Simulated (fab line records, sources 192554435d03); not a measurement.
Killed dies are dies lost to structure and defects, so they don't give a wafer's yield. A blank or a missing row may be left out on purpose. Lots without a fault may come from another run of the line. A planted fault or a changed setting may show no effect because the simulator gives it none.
fab line records | flow n5_finfet
record lots=24 wafers=72 last_day=18
route steps=1938 shown BEOL_M4@1092 BEOL_M5@1128
lots that met no fault: from a run of the same line without faults
start_h: hours from the record's first day to the start of the lot's first wafer shown | wait_h: hours since the lot's step before | " the same as in the row above | L1.1+2: a row that stands for several wafers | - no value, or no start given | * or withheld: withheld | < > ~ a bound
route shown NAME@n: a module of which the file shows steps, and the number in the route of the first | usual: mean/standard deviation of fault-free wafers | same: alike in all rows | chamber/n: place in a boat | sites: the reading at each site | _std_site: their standard deviation | _edge_site: outer sites' mean less inner sites' | radius_mm: how far each site lies from the wafer's centre | mask NAME#n: copy n | behind: the tool/chamber that last shaped the wafer | hold: why the lot was held/for how many hours/how that ended | device: the transistor (n, p or np) that didn't switch | end of line: the same wafers' tests at the end of the route | a step without rows: its recipe alone | killed: dies lost to structure and defects at the first sort, not the wafer's yield | map: a wafer's dies, x killed, . not, _ none there
set.NAME: the setting as run; set.NAME@STEP: as run at that earlier step | model.NAME: the simulator's own value behind a step, which no gauge read
steps of the route over a sample of lots; a table a step, a row a wafer
services: from which hour (start_h, from the record's first day; less than 0 if before it) a tool's chamber was out of use, for how many hours, and why
## steps
# step N5_BEOL_M4_SPUTTER_88
# recipe material=Cu target_thk_a=45 temp_c=-20 chamber_pressure_pa=0.07 power_w=withheld time_s=8.29
# usual chamber_pressure_pa=0.06999/0.00014 susceptor_temp_C=-20.01/0.1 throttle_valve_pct=29.7/1
# columns lot.wafer tool chamber start_h wait_h chamber_pressure_pa susceptor_temp_C throttle_valve_pct
L074.1 pvd_sputter-03 - 167.14 0.1 0.06984 -20.05 29.5
L074.2 " - " " 0.07002 -19.83 27.9
L074.3 " - " " 0.07025 -20.08 31.3
L077.3 pvd_sputter-01 - 179.89 0.1 0.07 -20.26 28.3
L077.4 " - " " 0.07 -19.91 30.4
L077.6 " - " " 0.06987 -20.08 31.4
L076.3 pvd_sputter-03 - 183.76 0.1 0.06993 -19.94 31.3
L076.4 " - " " 0.07014 -20.00 29.7
L076.6 " - " " 0.06967 -19.84 31.0
L075.3 pvd_sputter-03 - 190.00 0.1 0.07005 -19.85 27.8
L075.4 " - " " 0.06985 -20.06 29.6
L075.6 " - " " 0.06986 -20.04 29.9
L078.2 pvd_sputter-02 - 193.41 0.1 0.06989 -19.88 28.6
L078.4 " - " " 0.06987 -19.87 30.9
L078.5 " - " " 0.06994 -20.07 30.3
L080.1 pvd_sputter-01 - 194.86 0.1 0.06962 -19.93 30.5
L080.4 " - " " 0.07019 -20.09 28.5
L080.6 " - " " 0.07008 -20.21 29.0
L079.3 pvd_sputter-02 - 195.29 0.1 0.07016 -19.90 29.9
L079.4 " - " " 0.06975 -19.87 29.7
L079.6 " - " " 0.0701 -20.03 30.1
L081.1 pvd_sputter-01 - 198.18 0.1 0.0702 -19.85 28.9
L081.2 " - " " 0.07 -20.19 31.2
L081.5 " - " " 0.07003 -20.01 30.2
L082.1 pvd_sputter-01 - 210.26 0.1 0.07002 -20.00 31.5
L082.4 " - " " 0.06966 -20.14 28.2
L082.5 " - " " 0.07007 -20.06 28.7
L083.1 pvd_sputter-02 - 219.94 0.1 0.07001 -19.96 30.5
L083.2 " - " " 0.0702 -19.98 29.9
L083.5 " - " " 0.07003 -19.82 29.7
L085.2 pvd_sputter-02 - 229.77 0.1 0.0699 -20.00 29.7
L085.4 " - " " 0.07007 -20.13 28.9
L085.6 " - " " 0.07018 -19.94 30.6
L086.1 pvd_sputter-03 - 238.89 0.1 0.07018 -19.88 29.1
L086.2 " - " " 0.06982 -20.12 28.0
L086.4 " - " " 0.07017 -20.17 29.8
L084.1 pvd_sputter-03 - 246.53 0.1 0.06986 -19.95 29.7
L084.5 " - " " 0.07016 -20.03 28.0
L084.6 " - " " 0.0699 -20.05 29.6
L087.1 pvd_sputter-02 - 247.68 0.1 0.06995 -19.93 30.6
L087.2 " - " " 0.06987 -19.85 30.2
L087.6 " - " " 0.06999 -20.05 29.8
L088.2 pvd_sputter-01 - 247.68 0.1 0.07008 -20.00 30.4
L088.5 " - " " 0.06999 -20.00 31.4
L088.6 " - " " 0.06983 -20.19 28.4
L090.2 pvd_sputter-01 - 250.79 0.1 0.06978 -20.13 31.4
L090.3 " - " " 0.06995 -19.94 28.2
L090.4 " - " " 0.06999 -19.96 28.9
L089.3 pvd_sputter-03 - 255.09 0.1 0.06977 -20.01 29.7
L089.4 " - " " 0.07001 -19.90 27.7
L089.5 " - " " 0.06987 -20.01 31.1
L091.1 pvd_sputter-01 - 268.95 0.1 0.07003 -19.87 29.1
L091.3 " - " " 0.07007 -20.17 28.4
L091.4 " - " " 0.07011 -20.04 31.3
L092.2 pvd_sputter-02 - 277.10 0.1 0.06988 -20.06 30.6
L092.5 " - " " 0.0698 -20.02 29.7
L092.6 " - " " 0.07015 -19.94 30.2
L093.1 pvd_sputter-03 - 283.95 0.1 0.07007 -20.03 29.6
L093.2 " - " " 0.06994 -19.94 30.9
L093.3 " - " " 0.06996 -20.08 29.5
L094.4 pvd_sputter-02 - 287.00 0.1 0.0698 -20.06 29.9
L094.5 " - " " 0.07019 -20.20 30.3
L094.6 " - " " 0.06983 -20.05 30.3
L095.2 pvd_sputter-03 - 290.85 0.1 0.06996 -20.06 29.8
L095.4 " - " " 0.06999 -20.09 29.4
L095.5 " - " " 0.07016 -20.09 29.5
L096.1 pvd_sputter-02 - 293.22 0.1 0.07023 -20.12 30.1
L096.2 " - " " 0.07036 -19.86 28.8
L096.4 " - " " 0.06987 -20.00 29.6
L097.4 pvd_sputter-03 - 309.83 0.1 0.07006 -20.13 27.8
L097.5 " - " " 0.07023 -19.87 29.6
L097.6 " - " " 0.06986 -20.17 31.1
# step N5_BEOL_M5_INSPECT_13
# recipe mode=adi inspect_instrument=brightfield
# usual raw_defect_count=424/100
# columns lot.wafer tool chamber start_h wait_h raw_defect_count
L074.1 defect_inspect-02 - 173.60 0.1 518
L074.2 " - " " 458
L074.3 " - " " 677
L077.3 defect_inspect-02 - 184.75 0.0 347
L077.4 " - " " 484
L077.6 " - " " 330
L076.3 defect_inspect-02 - 188.71 0.0 389
L076.4 " - " " 456
L076.6 " - " " 555
L075.3 defect_inspect-01 - 194.32 0.0 397
L075.4 " - " " 491
L075.6 " - " " 413
L078.2 defect_inspect-02 - 197.54 0.0 404
L078.4 " - " " 319
L078.5 " - " " 301
L080.1 defect_inspect-02 - 200.42 0.1 319
L080.4 " - " " 393
L080.6 " - " " 515
L079.3 defect_inspect-02 - 201.06 0.0 420
L079.4 " - " " 540
L079.6 " - " " 552
L081.1 defect_inspect-02 - 203.74 0.1 472
L081.2 " - " " 322
L081.5 " - " " 267
L082.1 defect_inspect-02 - 214.45 0.1 411
L082.4 " - " " 556
L082.5 " - " " 610
L083.1 defect_inspect-01 - 224.53 0.1 521
L083.2 " - " " 335
L083.5 " - " " 456
L085.2 defect_inspect-01 - 234.81 0.0 506
L085.4 " - " " 311
L085.6 " - " " 406
L086.1 defect_inspect-02 - 244.99 0.1 550
L086.2 " - " " 414
L086.4 " - " " 634
L084.1 defect_inspect-01 - 252.41 0.1 400
L084.5 " - " " 340
L084.6 " - " " 424
L087.1 defect_inspect-01 - 252.64 0.1 440
L087.2 " - " " 323
L087.6 " - " " 354
L088.2 defect_inspect-02 - 252.80 0.0 287
L088.5 " - " " 363
L088.6 " - " " 264
L090.2 defect_inspect-01 - 256.17 0.0 611
L090.3 " - " " 446
L090.4 " - " " 351
L089.3 defect_inspect-02 - 262.23 0.0 590
L089.4 " - " " 450
L089.5 " - " " 325
L091.1 defect_inspect-02 - 274.17 0.1 281
L091.3 " - " " 376
L091.4 " - " " 444
L092.2 defect_inspect-01 - 282.69 0.0 531
L092.5 " - " " 253
L092.6 " - " " 471
L093.1 defect_inspect-01 - 288.74 0.1 429
L093.2 " - " " 403
L093.3 " - " " 539
L094.4 defect_inspect-02 - 291.89 0.0 532
L094.5 " - " " 495
L094.6 " - " " 417
L095.2 defect_inspect-02 - 296.00 0.0 414
L095.4 " - " " 449
L095.5 " - " " 471
L096.1 defect_inspect-01 - 299.30 0.1 360
L096.2 " - " " 254
L096.4 " - " " 275
L097.4 defect_inspect-01 - 315.19 0.0 478
L097.5 " - " " 396
L097.6 " - " " 420
# step N5_BEOL_M5_ETCH_62
# recipe chemistry=N2/H2 target=SOC target_depth_a=750 overetch_a=150 mask_material=SiARC temp_c=40 time_s=112.5 ion_energy_ev=200 pressure_mtorr=30 source_w=840 bias_w=150 n2_flow_sccm=200 h2_flow_sccm=200
# usual drypump_motor_current_A=5.7/0.39 oes_product_au=0.61/0.06 rf_vpp_V=523.9/2.5 showerhead_plenum_p_Torr=2.54/0.09 throttle_valve_pct=17.7/0.32
# columns lot.wafer tool chamber start_h wait_h drypump_motor_current_A oes_product_au rf_hours_counter_h rf_vpp_V showerhead_plenum_p_Torr throttle_valve_pct
L074.1 rie_diel-06 2 173.72 0.0 5.2 0.57 205 524.1 2.53 18.2
L074.2 " 0 " " 5.8 0.71 36 521.3 2.47 17.6
L074.3 " 1 " " 5.9 0.69 40 525.3 2.58 17.2
L077.3 rie_diel-06 2 185.22 0.0 5.2 0.57 209 522.7 2.52 18.2
L077.4 " 0 " " 5.8 0.71 39 521.2 2.47 17.6
L077.6 " 2 " " 5.2 0.56 - 522.0 2.52 18.2
L076.3 rie_diel-01 0 188.82 0.0 5.2 0.57 177 526.0 2.64 18.0
L076.4 " 3 " " 6.3 0.70 50 519.5 2.48 17.5
L076.6 " 2 " " 6.1 0.55 - 520.4 2.40 17.9
L075.3 rie_diel-06 2 194.43 0.0 5.2 0.57 212 523.0 2.52 18.2
L075.4 " 3 " " 5.3 0.66 - 528.3 2.67 17.7
L075.6 " 1 " " 5.9 0.68 - 526.0 2.57 17.3
L078.2 rie_diel-01 0 197.65 0.0 5.2 0.58 179 526.5 2.64 18.0
L078.4 " 2 " " 6.1 0.55 223 520.4 2.40 17.9
L078.5 " 3 " " 6.2 0.70 - 522.0 2.48 17.5
L080.1 rie_diel-03 1 200.53 0.0 6.0 0.63 90 528.7 2.68 17.4
L080.4 " 2 " " 5.3 0.60 - 520.7 2.45 17.5
L080.6 " 3 " " 5.9 0.54 - 524.5 2.64 18.6
L079.3 rie_diel-03 2 201.17 0.0 5.2 0.59 171 520.9 2.45 17.5
L079.4 " 2 " " 5.2 0.58 - 520.4 2.45 17.5
L079.6 " 3 " " 5.9 0.54 - 526.9 2.64 18.6
L081.1 rie_diel-01 1 203.85 0.0 5.9 0.56 201 524.7 2.52 17.6
L081.2 " 3 " " 6.3 0.70 55 521.1 2.47 17.5
L081.5 " 0 " " 5.3 0.57 - 525.5 2.64 18.0
L082.1 rie_diel-06 3 214.57 0.0 5.3 0.66 73 526.7 2.67 17.8
L082.4 " 3 " " 5.3 0.66 - 528.1 2.67 17.8
L082.5 " 2 " " 5.2 0.56 - 523.7 2.52 18.2
L083.1 rie_diel-01 2 224.64 0.0 6.1 0.54 231 522.1 2.40 17.9
L083.2 " 3 " " 6.2 0.69 59 523.2 2.47 17.5
L083.5 " 2 " " 6.1 0.55 - 520.7 2.40 17.9
L085.2 rie_diel-01 0 235.03 0.0 5.2 0.56 191 525.6 2.64 18.0
L085.4 " 1 " " 5.8 0.56 211 523.6 2.52 17.6
L085.6 " 0 " " 5.2 0.57 - 525.4 2.64 18.0
L086.1 rie_diel-01 0 245.10 0.0 5.2 0.56 193 525.8 2.64 18.0
L086.2 " 1 " " 5.8 0.56 214 524.8 2.51 17.6
L086.4 " 3 " " 6.2 0.68 66 521.0 2.47 17.5
L084.1 rie_diel-06 0 252.53 0.0 5.8 0.69 60 522.6 2.46 17.7
L084.5 " 2 " " 5.2 0.55 - 523.8 2.51 18.2
L084.6 " 1 " " 5.9 0.66 - 525.3 2.57 17.3
L087.1 rie_diel-01 3 252.75 0.0 6.2 0.68 69 521.8 2.47 17.5
L087.2 " 2 " " 6.1 0.54 241 521.1 2.40 17.9
L087.6 " 3 " " 6.2 0.68 - 522.7 2.47 17.5
L088.2 rie_diel-06 3 252.97 0.0 5.3 0.65 86 527.6 2.66 17.8
L088.5 " 1 " " 5.9 0.66 - 524.8 2.57 17.3
L088.6 " 0 " " 5.8 0.69 - 521.7 2.46 17.6
L090.2 rie_diel-01 3 256.28 0.0 6.3 0.68 70 522.3 2.47 17.5
L090.3 " 0 " " 5.2 0.56 198 526.9 2.64 18.0
L090.4 " 1 " " 5.8 0.56 218 524.9 2.51 17.7
L089.3 rie_diel-03 3 262.34 0.0 5.8 0.75 4 525.5 2.63 18.2
L089.4 " 1 " " 6.0 0.62 107 527.9 2.67 17.4
L089.5 " 1 " " 6.0 0.63 - 527.3 2.67 17.4
L091.1 rie_diel-06 2 274.41 0.0 5.2 0.55 238 522.5 2.51 18.2
L091.3 " 3 " " 5.3 0.65 92 528.1 2.66 17.8
L091.4 " 1 " " 5.9 0.66 67 524.8 2.57 17.3
L092.2 rie_diel-03 1 282.88 0.0 6.0 0.61 115 527.0 2.67 17.4
L092.5 " 2 " " 5.2 0.58 - 521.2 2.44 17.6
L092.6 " 1 " " 6.0 0.61 - 527.7 2.67 17.4
L093.1 rie_diel-01 3 289.75 0.0 6.2 0.67 78 521.9 2.46 17.5
L093.2 " 0 " " 5.2 0.55 209 525.9 2.63 18.1
L093.3 " 3 " " 6.2 0.67 - 521.5 2.47 17.5
L094.4 rie_diel-01 3 292.32 0.1 6.3 0.68 - 521.4 2.46 17.5
L094.5 " 0 " " 5.2 0.56 - 526.7 2.63 18.0
L094.6 " 1 " " 5.9 0.55 - 523.6 2.51 17.7
L095.2 rie_diel-01 1 296.12 0.0 5.8 0.56 226 524.4 2.51 17.7
L095.4 " 0 " " 5.2 0.55 - 525.3 2.63 18.0
L095.5 " 1 " " 5.8 0.56 - 523.1 2.51 17.7
L096.1 rie_diel-06 2 299.41 0.0 5.3 0.55 249 522.8 2.51 18.2
L096.2 " 1 " " 5.9 0.64 77 524.5 2.56 17.3
L096.4 " 3 " " 5.3 0.64 102 526.2 2.66 17.8
L097.4 rie_diel-03 3 315.31 0.0 5.9 0.71 19 526.0 2.63 18.2
L097.5 " 2 " " 5.2 0.58 - 519.8 2.43 17.6
L097.6 " 3 " " 5.9 0.72 - 525.7 2.63 18.2
# step N5_BEOL_M5_CD_MEAS_18
# recipe pitch_nm=56 target_cd_nm=28
# usual cd_nm=27.9/0.35
# columns lot.wafer tool chamber start_h wait_h cd_nm
L074.1 cd_sem-02 - 174.07 0.0 28.2
L074.2 " - " " 27.9
L074.3 " - " " 28.0
L077.3 cd_sem-01 - 185.69 0.1 28.3
L077.4 " - " " 27.9
L077.6 " - " " 28.5
L076.3 cd_sem-03 - 189.17 0.1 28.1
L076.4 " - " " 27.6
L076.6 " - " " 28.3
L075.3 cd_sem-02 - 194.79 0.1 28.1
L075.4 " - " " 28.1
L075.6 " - " " 27.9
L078.2 cd_sem-02 - 198.05 0.1 28.0
L078.4 " - " " 27.9
L078.5 " - " " 27.7
L080.1 cd_sem-03 - 200.91 0.0 28.2
L080.4 " - " " 28.2
L080.6 " - " " 27.5
L079.3 cd_sem-02 - 201.53 0.1 28.2
L079.4 " - " " 27.6
L079.6 " - " " 27.7
L081.1 cd_sem-02 - 204.20 0.0 27.7
L081.2 " - " " 27.8
L081.5 " - " " 28.1
L082.1 cd_sem-02 - 215.00 0.0 28.2
L082.4 " - " " 27.9
L082.5 " - " " 27.5
L083.1 cd_sem-02 - 225.23 0.0 28.2
L083.2 " - " " 28.3
L083.5 " - " " 28.1
L085.2 cd_sem-01 - 235.43 0.1 27.9
L085.4 " - " " 27.2
L085.6 " - " " 27.4
L086.1 cd_sem-01 - 245.45 0.0 28.2
L086.2 " - " " 28.3
L086.4 " - " " 28.3
L084.1 cd_sem-03 - 252.97 0.0 28.0
L084.5 " - " " 27.6
L084.6 " - " " 27.9
L087.1 cd_sem-03 - 253.19 0.0 27.4
L087.2 " - " " 27.9
L087.6 " - " " 27.9
L088.2 cd_sem-03 - 253.42 0.1 27.9
L088.5 " - " " 28.4
L088.6 " - " " 27.7
L090.2 cd_sem-02 - 256.63 0.1 28.0
L090.3 " - " " 28.4
L090.4 " - " " 27.7
L089.3 cd_sem-01 - 262.79 0.1 28.1
L089.4 " - " " 27.5
L089.5 " - " " 27.3
L091.1 cd_sem-01 - 274.76 0.0 27.9
L091.3 " - " " 28.3
L091.4 " - " " 28.4
L092.2 cd_sem-02 - 283.24 0.1 27.6
L092.5 " - " " 28.0
L092.6 " - " " 27.7
L093.1 cd_sem-01 - 290.28 0.0 27.0
L093.2 " - " " 27.1
L093.3 " - " " 27.1
L094.4 cd_sem-01 - 292.70 0.1 27.7
L094.5 " - " " 27.7
L094.6 " - " " 27.3
L095.2 cd_sem-03 - 296.47 0.1 27.6
L095.4 " - " " 28.2
L095.5 " - " " 28.2
L096.1 cd_sem-03 - 299.84 0.0 27.7
L096.2 " - " " 28.3
L096.4 " - " " 27.9
L097.4 cd_sem-01 - 315.66 0.0 27.9
L097.5 " - " " 28.2
L097.6 " - " " 28.3
# step N5_BEOL_M5_OCD_MEAS_38
# usual trench_depth_nm=71.2/1.3
# columns lot.wafer tool chamber start_h wait_h trench_depth_nm
L074.1 ocd-02 - 176.87 - 72.5
L074.2 " - " " 70.2
L074.3 " - " " 71.2
L077.3 ocd-01 - 187.05 - 71.6
L077.4 " - " " 72.8
L077.6 " - " " 70.6
L076.3 ocd-01 - 190.31 - 71.2
L076.4 " - " " 72.6
L076.6 " - " " 70.0
L075.3 ocd-02 - 196.00 - 71.7
L075.4 " - " " 72.0
L075.6 " - " " 69.8
L078.2 ocd-01 - 200.52 - 69.9
L078.4 " - " " 72.5
L078.5 " - " " 71.7
L080.1 ocd-01 - 202.62 - 70.1
L080.4 " - " " 73.0
L080.6 " - " " 72.9
L079.3 ocd-01 - 202.78 - 72.0
L079.4 " - " " 70.1
L079.6 " - " " 72.1
L081.1 ocd-01 - 207.98 - 71.9
L081.2 " - " " 69.8
L081.5 " - " " 70.7
L082.1 ocd-01 - 216.26 - 70.1
L082.4 " - " " 72.9
L082.5 " - " " 70.0
L083.1 ocd-02 - 226.22 - 71.6
L083.2 " - " " 69.2
L083.5 " - " " 70.7
L085.2 ocd-02 - 236.29 - 72.6
L085.4 " - " " 70.6
L085.6 " - " " 71.7
L086.1 ocd-02 - 246.44 - 71.6
L086.2 " - " " 71.8
L086.4 " - " " 69.0
L088.2 ocd-02 - 255.07 - 70.2
L088.5 " - " " 69.9
L088.6 " - " " 72.9
L084.1 ocd-01 - 255.09 - 69.0
L084.5 " - " " 70.4
L084.6 " - " " 68.6
L087.1 ocd-02 - 255.97 - 71.6
L087.2 " - " " 73.3
L087.6 " - " " 72.6
L090.2 ocd-02 - 261.43 - 71.8
L090.3 " - " " 70.7
L090.4 " - " " 71.6
L089.3 ocd-01 - 264.82 - 69.9
L089.4 " - " " 71.3
L089.5 " - " " 71.9
L091.1 ocd-01 - 276.68 - 71.0
L091.3 " - " " 69.2
L091.4 " - " " 72.3
L092.2 ocd-01 - 285.11 - 69.3
L092.5 " - " " 70.2
L092.6 " - " " 71.4
L093.1 ocd-02 - 291.33 - 71.6
L093.2 " - " " 69.6
L093.3 " - " " 70.9
L094.4 ocd-02 - 293.94 - 69.4
L094.5 " - " " 71.2
L094.6 " - " " 71.8
L095.2 ocd-01 - 298.93 - 72.5
L095.4 " - " " 71.9
L095.5 " - " " 72.6
L096.1 ocd-01 - 300.89 - 69.5
L096.2 " - " " 73.1
L096.4 " - " " 72.4
L097.4 ocd-02 - 316.68 - 74.9
L097.5 " - " " 70.1
L097.6 " - " " 74.0
# step N5_BEOL_M5_PRE_CLEAN_45
# recipe gas=H2/He time_s=30 temp_c=250
# usual heater_power_w=340/58 susceptor_temp_C=250.00/0.16
# columns lot.wafer tool chamber start_h wait_h heater_power_w susceptor_temp_C
L074.1 pvd_sputter-02 - 177.50 0.0 418 249.92
L074.2 " - " " 276 250.04
L074.3 " - " " 418 249.94
L077.3 pvd_sputter-01 - 187.66 0.0 333 250.36
L077.4 " - " " 329 249.80
L077.6 " - " " 329 250.15
L076.3 pvd_sputter-03 - 191.12 0.0 306 249.76
L076.4 " - " " 332 250.36
L076.6 " - " " 310 249.71
L075.3 pvd_sputter-03 - 196.62 0.0 270 249.92
L075.4 " - " " 307 250.06
L075.6 " - " " 271 250.10
L078.2 pvd_sputter-01 - 201.20 0.0 339 250.12
L078.4 " - " " 333 249.98
L078.5 " - " " 339 249.88
L080.1 pvd_sputter-01 - 203.84 0.0 324 249.97
L080.4 " - " " 288 249.97
L080.6 " - " " 324 249.97
L079.3 pvd_sputter-03 - 203.98 0.0 336 249.98
L079.4 " - " " 471 249.80
L079.6 " - " " 307 249.96
L081.1 pvd_sputter-02 - 208.77 0.0 405 250.10
L081.2 " - " " 369 249.85
L081.5 " - " " 282 249.85
L082.1 pvd_sputter-02 - 216.81 0.0 284 249.93
L082.4 " - " " 426 249.98
L082.5 " - " " 415 250.02
L083.1 pvd_sputter-03 - 227.21 0.0 277 250.16
L083.2 " - " " 335 250.11
L083.5 " - " " 281 250.15
L085.2 pvd_sputter-03 - 236.89 0.0 335 249.68
L085.4 " - " " 280 250.00
L085.6 " - " " 279 250.04
L086.1 pvd_sputter-03 - 247.63 0.0 273 250.29
L086.2 " - " " 462 249.89
L086.4 " - " " 311 250.10
L088.2 pvd_sputter-01 - 256.19 0.0 340 249.73
L088.5 " - " " 290 250.13
L088.6 " - " " 332 250.01
L084.1 pvd_sputter-03 - 256.29 0.0 282 250.02
L084.5 " - " " 342 250.03
L084.6 " - " " 472 249.98
L087.1 pvd_sputter-01 - 256.65 0.0 282 250.17
L087.2 " - " " 331 249.85
L087.6 " - " " 291 250.12
L090.2 pvd_sputter-01 - 262.07 0.0 341 249.77
L090.3 " - " " 333 250.04
L090.4 " - " " 292 250.15
L089.3 pvd_sputter-01 - 265.79 0.0 322 249.98
L089.4 " - " " 345 249.87
L089.5 " - " " 330 249.67
L091.1 pvd_sputter-03 - 277.28 0.0 285 250.17
L091.3 " - " " 487 249.99
L091.4 " - " " 306 250.03
L092.2 pvd_sputter-01 - 285.69 0.0 318 249.94
L092.5 " - " " 291 250.03
L092.6 " - " " 340 249.97
L093.1 pvd_sputter-03 - 291.93 0.0 309 250.21
L093.2 " - " " 344 249.98
L093.3 " - " " 281 250.06
L094.4 pvd_sputter-02 - 294.70 0.0 418 249.94
L094.5 " - " " 404 250.16
L094.6 " - " " 415 249.83
L095.2 pvd_sputter-02 - 299.96 0.0 411 249.74
L095.4 " - " " 280 250.21
L095.5 " - " " 279 250.06
L096.1 pvd_sputter-03 - 302.68 0.0 310 249.77
L096.2 " - " " 324 250.03
L096.4 " - " " 487 249.99
L097.4 pvd_sputter-02 - 318.27 0.0 418 250.06
L097.5 " - " " 406 250.18
L097.6 " - " " 366 250.10
## services
# columns tool chamber start_h hours kind
pvd_sputter-03 - 150.18 7.7 repair
rie_diel-06 0 191.26 3.2 repair
rie_diel-03 0 195.40 6.6 repair
rie_diel-06 1 206.40 12.2 repair
rie_diel-06 - 215.37 0.3 repair
rie_diel-03 3 218.34 1.6 repair
rie_diel-03 - 218.39 7.2 repair
rie_diel-03 3 231.56 - clean
rie_diel-03 3 231.56 - consumable_replace:focus_ring
rie_diel-03 3 231.56 15.0 scheduled_down
rie_diel-03 3 231.56 15.0 vent_cycle
rie_diel-06 3 248.87 4.0 repair
rie_diel-01 1 271.31 18.5 repair
rie_diel-01 2 282.41 8.8 repair
rie_diel-01 2 291.30 - clean
rie_diel-01 2 291.30 - consumable_replace:focus_ring
rie_diel-01 2 291.30 - consumable_replace:showerhead
rie_diel-01 2 291.30 21.6 scheduled_down
rie_diel-01 2 291.30 21.6 vent_cycle
rie_diel-06 2 303.58 - clean
rie_diel-06 2 303.58 - consumable_replace:focus_ring
rie_diel-06 2 303.58 16.4 scheduled_down
rie_diel-06 2 303.58 16.4 vent_cycle
## key
fault none
